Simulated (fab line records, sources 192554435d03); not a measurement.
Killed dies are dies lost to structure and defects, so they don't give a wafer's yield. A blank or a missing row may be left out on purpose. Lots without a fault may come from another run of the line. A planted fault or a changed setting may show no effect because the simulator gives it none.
A struck lot beside a sound one | flow n5_finfet | 17 steps out of a route of 1938
Sound: wafers L661.2, L661.6. Struck: wafers L671.2, L671.5, L671.6. The cause comes at the end.
At each step with rows: each side's tool, then ch and its chambers, then its first start. Under that, the readings that differ: sound wafers | struck wafers | difference of the means | sigmas: that difference in standard deviations of wafers without a fault.
alike: readings whose means differ by less than 2 such deviations, and words and numbers that are the same on both sides. not compared: withheld readings, readings that some wafer has no value for, bounds like >300 that may hide the same value, and numbers for which the record gives no deviation and whose values overlap.
The two part at a step that has a row with sigmas, a row that says differs or no value, or rows on one side only. Numbers that don't overlap but have no deviation are shown without sigmas and don't part them. A reading that every wafer of one side lacks parts them only if that side has two wafers or more.

N5_SPACER0_INSPECT_04: inspects for defects (darkfield).
  sound on defect_inspect-01, day 4 02:19; struck on defect_inspect-01, day 6 18:03
  alike: raw_defect_count
then, 8 steps without rows for these wafers: N5_SD_EPI_N_COAT_32 (time 60 s, resist thk 350 nm); N5_SD_EPI_N_COAT_33 (time 60 s, resist thk 35 nm); N5_SD_EPI_N_COAT_03 (resist thk 150 nm); N5_SD_EPI_N_EBR_05; N5_SD_EPI_N_SOFTBAKE_04 (time 60 s); N5_SD_EPI_N_EXPOSE_06 (exposes mask SD N BLK, target cd 120 nm); N5_SD_EPI_N_PEB_07 (peb time 60 s); N5_SD_EPI_N_DEVELOP_08 (develop time 30 s).
N5_SD_EPI_N_CD_MEAS_09: target cd 120 nm.
  sound on cd_sem-02 ch 0, day 4 02:35; struck on cd_sem-01 ch 0, day 6 18:27
  alike: cd_nm
N5_SD_EPI_N_OVL_MEAS_10:
  sound on overlay-01 ch 0, day 4 02:37; struck on overlay-01 ch 0, day 6 18:29
  alike: SD_N_BLK_OVL
N5_SD_EPI_N_INSPECT_11: inspects for defects (macro).
  sound on defect_inspect-01, day 4 02:38; struck on defect_inspect-01, day 6 18:31
  alike: raw_defect_count
N5_SD_EPI_N_DESCUM_14: chemistry O2, time 7.9 s.
  sound on rie_diel-03 ch 2, day 4 02:40; struck on rie_diel-05 ch 0,3, day 6 18:32
  alike: drypump_motor_current_A, oes_product_au, rf_vpp_V, showerhead_plenum_p_Torr, throttle_valve_pct
  not compared: rf_hours_counter_h, model.CAR-ArF-block_of_SD_EPI_N_COAT_03.thk_nm
N5_SD_EPI_N_ETCH_34: etches SiARC in CF4, target depth 45.5 nm, time 75.8 s.
  sound on rie_diel-03 ch 2, day 4 02:43; struck on rie_diel-05 ch 0,3, day 6 18:35
  reading    | sound       | struck            | difference | sigmas
  bias_w (W) | 36.20 36.16 | 35.85 35.91 35.93 | -0.28      | -3
  alike: drypump_motor_current_A, etch_rf_on_time_s, oes_product_au, rf_vpp_V, showerhead_plenum_p_Torr, throttle_valve_pct
  not compared: rf_hours_counter_h, model.CAR-ArF-block_of_SD_EPI_N_COAT_03.thk_nm
N5_SD_EPI_N_ETCH_35: etches SOC in N2/H2, overetch 108 nm, time 486 s.
  sound on rie_diel-03 ch 2, day 4 02:46; struck on rie_diel-05 ch 0,3, day 6 18:38
  reading    | sound       | struck            | difference | sigmas
  bias_w (W) | 132.1 132.5 | 132.7 133.3 133.4 | +0.8       | +2
  alike: drypump_motor_current_A, oes_product_au, rf_vpp_V, showerhead_plenum_p_Torr, throttle_valve_pct
  not compared: rf_hours_counter_h
-- the record jumps here: 6 days lie between the struck wafers' starts before and after (it left off in module SD_EPI_N and takes up again in module BEOL_M4, whose first step shown is number 1111 of the route) --
N5_BEOL_M4_RC_MEAS_101:
  sound on prober-02 ch 0, day 9 19:23; struck on prober-01 ch 0, day 12 18:18
  alike: DIBL_N, DIBL_P, IOFF_N, IOFF_P, ION_N, ION_P, SS_N, SS_P, VT_N, VT_P
-- the record jumps here: 5 days lie between the struck wafers' starts before and after (it left off in module BEOL_M4 and takes up again in module PASSIVATION, whose first step shown is number 1936 of the route) --
N5_PASSIVATION_PROBE_49:
  the record has rows for the struck wafers here (prober-01, day 17 13:59) and none for the sound ones

WHERE THEY PART
First at N5_SD_EPI_N_ETCH_34; last, within this record, at N5_PASSIVATION_PROBE_49.

WHY: what the simulator had put in
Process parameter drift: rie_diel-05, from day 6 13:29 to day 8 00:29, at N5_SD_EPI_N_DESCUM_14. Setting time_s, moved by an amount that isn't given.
